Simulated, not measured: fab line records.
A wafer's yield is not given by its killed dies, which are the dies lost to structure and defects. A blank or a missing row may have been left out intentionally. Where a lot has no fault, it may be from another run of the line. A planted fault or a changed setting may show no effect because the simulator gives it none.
Matching of chambers | flow nand harc | rie si-02 running NHARC_A_CHANNEL_FILL_D2_ETCHBACK_19: 4 sister chambers
The step etches the open film in HBr/Cl2, target depth 5 nm, time 1.7 s. 4 wafers are shown with their chamber, then 7 later ones without.

== WAFERS WITH THEIR CHAMBER ==
wafer  | chamber | oes product au (a.u.)
L089.2 | 1       | 0.987
L089.4 | 2       | 1.010
L090.1 | 3       | 0.995
L090.4 | 0       | 1.006

== WAFERS WITHOUT THEIR CHAMBER ==
wafer  | oes product au (a.u.)
L090.5 | 1.006
L095.3 | 1.013
L095.4 | 0.990
L095.6 | 0.991
L096.1 | 1.013
L096.2 | 1.005
L096.6 | 0.992

== CHAMBER TAKEN BY EACH ==
wafer  | from the rows above     | in truth
L090.5 | can't be placed: 0 or 2 | 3
L095.3 | can't be placed: 2 or 0 | 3
L095.4 | can't be placed: 1 or 3 | 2
L095.6 | can't be placed: 1 or 3 | 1
L096.1 | can't be placed: 2 or 0 | 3
L096.2 | can't be placed: 0 or 2 | 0
L096.6 | can't be placed: 3 or 1 | 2
0 of 7 placed correctly. These rows do not allow placing 7 (true chamber among the candidates in 2). Number placed wrongly: 0.
How it was worked out, from the rows above alone: a wafer's distance from a chamber is the root of the sum, over the readings, of the square of ((its reading less the chamber's mean) divided by the reading's scatter). The wafer belongs to the nearest chamber; if the next one is less than 2 further off, it can't be placed. Each chamber's mean is taken over the wafers shown for it. The scatter: root of mean squared gap, hidden wafer to nearest shown wafer, with one shown wafer a chamber.
